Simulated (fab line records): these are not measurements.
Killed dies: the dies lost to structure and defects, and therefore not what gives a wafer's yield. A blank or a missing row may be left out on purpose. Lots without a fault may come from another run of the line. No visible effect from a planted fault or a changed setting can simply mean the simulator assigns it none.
Split-lot trial | flow n5 finfet | 7 lots, 21 wafers read, on a route of 1938 steps

== SPLIT DETAILS ==
At N5_BEOL_M11_COAT_22 (resist thk 90 nm), the setting spin rpm was moved away from the recipe's 1500 rpm on 8 of the 21 wafers read, by -5.3% to +7.8%. This setting was run at the recipe's value on the other wafers.

== FROM THE SPLIT TO THE READING: what the file shows between them, 6 steps ==
- N5_BEOL_M11_EBR_24
- N5_BEOL_M11_SOFTBAKE_23: time 60 s
- N5_BEOL_M11_EXPOSE_25: exposes mask V10
- N5_BEOL_M11_PEB_26: peb time 60 s
- N5_BEOL_M11_DEVELOP_27: develop time 30 s
- N5_BEOL_M11_DESCUM_33: chemistry O2, time 7.9 s

== THE READING ==
CAR-ArF_of_BEOL_M11_COAT_22.thk nm (the simulator's own value, which no gauge read), in nm, at N5_BEOL_M11_ETCH_65 (etches SiARC in CF4, target depth 39 nm, time 65 s). The file does not state a usual value for it. Here, 13 wafers ran the recipe; their average is 55.4 nm with a standard deviation of 0.29 nm.

wafer  | tool, chamber at the split | spin rpm as run, rpm | against the recipe | CAR-ArF_of_BEOL_M11_COAT_22.thk nm, nm | against lot-mates on the recipe
L079.4 | litho track-01, 0          | 1500                 | recipe             | 55.8                                   | -
L079.5 | litho track-01, 0          | 1500                 | recipe             | 55.4                                   | -
L079.6 | litho track-01, 0          | 1500                 | recipe             | 55.6                                   | -
L080.3 | litho track-04, 0          | 1500                 | recipe             | 55                                     | -
L080.4 | litho track-04, 0          | 1449                 | -3.4%              | 56.8                                   | +1.8
L080.5 | litho track-04, 0          | 1449                 | -3.4%              | 56.8                                   | +1.8
L081.1 | litho track-05, 0          | 1617                 | +7.8%              | 51.6                                   | -4.0
L081.2 | litho track-05, 0          | 1500                 | recipe             | 55.6                                   | -
L081.4 | litho track-05, 0          | 1617                 | +7.8%              | 52                                     | -3.6
L085.2 | litho track-01, 0          | 1500                 | recipe             | 55.4                                   | -
L085.6 | litho track-01, 0          | 1500                 | recipe             | 55.4                                   | -
L085.5 | litho track-01, 0          | 1500                 | recipe             | 55.6                                   | -
L084.2 | litho track-05, 0          | 1500                 | recipe             | 55.2                                   | -
L084.3 | litho track-05, 0          | 1424                 | -5.1%              | 57.6                                   | +2.4
L084.5 | litho track-05, 0          | 1424                 | -5.1%              | 57.8                                   | +2.6
L090.1 | litho track-05, 0          | 1421                 | -5.3%              | 57.6                                   | +2.7
L090.2 | litho track-05, 0          | 1500                 | recipe             | 55                                     | -
L090.5 | litho track-05, 0          | 1500                 | recipe             | 54.8                                   | -
L092.1 | litho track-01, 0          | 1500                 | recipe             | 55.6                                   | -
L092.5 | litho track-01, 0          | 1500                 | recipe             | 55.6                                   | -
L092.3 | litho track-01, 0          | 1587                 | +5.8%              | 53.2                                   | -2.4

THE FIT
A straight line over all 21 wafers: CAR-ArF_of_BEOL_M11_COAT_22.thk nm changes by -0.44 nm for each +1% of spin rpm; r = -0.99; the points scatter about the line by 0.27 nm.
The same after taking each lot's own level away (the mean of its wafers on the recipe; 21 wafers): -0.485 nm for each +1%; r = -1.00; scatter 0.15 nm.
According to that fit, moving spin rpm by its largest amount changes the reading by 3.8 nm.
Across the lots, their own levels run from 54.90 to 55.60 nm, a range of 2.4 times the standard deviation given above.
The two slopes agree, so the slope changes little with the lot-to-lot level.
Check: -3.64 nm against its lot-mates is what the line predicts for one of the wafers moved furthest among these (+7.8%) when that wafer is left out of the fit. Against them it came out at -4 nm.

== ADDITIONAL SPLITS CARRIED BY THESE WAFERS ==
Other splits were also applied to these wafers ahead of the reading. Each is held against what the fit with the lots' levels taken away leaves over:
other split on the same wafers      | wafers away from the commonest value | r with CAR-ArF_of_BEOL_M11_COAT_22.thk nm (lot level and that fit taken away)
N5_BEOL_M7_VIA_ETCH_34 source w     | 8                                    | +0.01
N5_BEOL_M7_TRENCH_ETCH_37 bias w    | 6                                    | -0.02
N5_BEOL_M8_ETCH_65 source w         | 8                                    | +0.18
N5_BEOL_M9_EXPOSE_25 dose mj        | 9                                    | +0.16
N5_BEOL_M9_ETCH_66 time s           | 7                                    | +0.21
N5_BEOL_M10_TRENCH_ETCH_37 source w | 9                                    | -0.16
N5_BEOL_M10_ALD_74 ald cycles       | 9                                    | +0.02
N5_BEOL_M11_ETCH_62 time s          | 6                                    | +0.27

== THE WHOLE CHAIN: every reading that the file lists as answering this split, in the file's order ==
step                   | what it does                                       | reading                                                                             | change (the file's fit)               | r (the file's)
N5_BEOL_M11_COAT_22    | resist thk 90 nm                                   | CAR-ArF_of_BEOL_M11_COAT_22.thk nm (the simulator's own value, which no gauge read) | -0.458 nm for each +1% of the setting | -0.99
N5_BEOL_M11_DEVELOP_27 | develop time 30 s                                  | CAR-ArF_of_BEOL_M11_COAT_22.thk nm (the simulator's own value, which no gauge read) | -0.467 nm for each +1% of the setting | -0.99
N5_BEOL_M11_ETCH_65    | etches SiARC in CF4, target depth 39 nm, time 65 s | CAR-ArF_of_BEOL_M11_COAT_22.thk nm (the simulator's own value, which no gauge read) | -0.48 nm for each +1% of the setting  | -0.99

== THE FILE'S OWN FIT ==
CAR-ArF_of_BEOL_M11_COAT_22.thk nm changes by -0.48 nm for each +1% of spin rpm, r = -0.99.
